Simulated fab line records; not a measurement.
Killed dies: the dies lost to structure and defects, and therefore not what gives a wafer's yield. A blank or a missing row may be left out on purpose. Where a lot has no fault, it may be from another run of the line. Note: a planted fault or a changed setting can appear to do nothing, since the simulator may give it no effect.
Matching of chambers + flow nand harc + NHARC_A_STAIRCASE_CMP_152 on cmp-03 has 4 sister chambers
The step polishes. 8 wafers are shown with their chamber, then 9 later ones without.

EACH WAFER AND ITS CHAMBER
| wafer  | chamber | motor current A (A) |
|--------|---------|---------------------|
| L080.2 | 2       | 10.8                |
| L083.2 | 1       | 10.9                |
| L083.4 | 2       | 10.8                |
| L087.1 | 3       | 13.1                |
| L087.3 | 1       | 10.9                |
| L089.3 | 3       | 13.8                |
| L089.4 | 0       | 13.6                |
| L089.6 | 0       | 13.0                |

WAFERS MISSING THEIR CHAMBER
| wafer  | motor current A (A) |
|--------|---------------------|
| L088.4 | 11.1                |
| L088.5 | 13.0                |
| L088.6 | 13.1                |
| L091.1 | 11.1                |
| L091.4 | 10.2                |
| L091.5 | 13.4                |
| L093.2 | 14.3                |
| L093.4 | 10.4                |
| L093.6 | 12.8                |

EACH ONE'S CHAMBER
| wafer  | from the rows above     | in truth |
|--------|-------------------------|----------|
| L088.4 | can't be placed: 1 or 2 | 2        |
| L088.5 | can't be placed: 0 or 3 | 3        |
| L088.6 | can't be placed: 0 or 3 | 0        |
| L091.1 | can't be placed: 1 or 2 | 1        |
| L091.4 | can't be placed: 2 or 1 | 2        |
| L091.5 | can't be placed: 3 or 0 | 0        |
| L093.2 | can't be placed: 3 or 0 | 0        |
| L093.4 | can't be placed: 2 or 1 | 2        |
| L093.6 | can't be placed: 0 or 3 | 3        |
Correct placement for 0 of the 9. Unplaceable from these rows: 9, with the true chamber sitting among the candidates in 9. Placed wrongly: 0.
How it was worked out, from the rows above alone: a wafer's distance from a chamber is the root of the sum, over the readings, of the square of ((its reading less the chamber's mean) divided by the reading's scatter). If the next closest chamber is less than 2 further off than the closest, the wafer can't be placed; otherwise it belongs to the closest. The mean given for a chamber averages the wafers shown for that chamber. The scatter: the root of (the sum of the squares of (reading less its chamber's mean) over the shown wafers, divided by (wafers less chambers)).
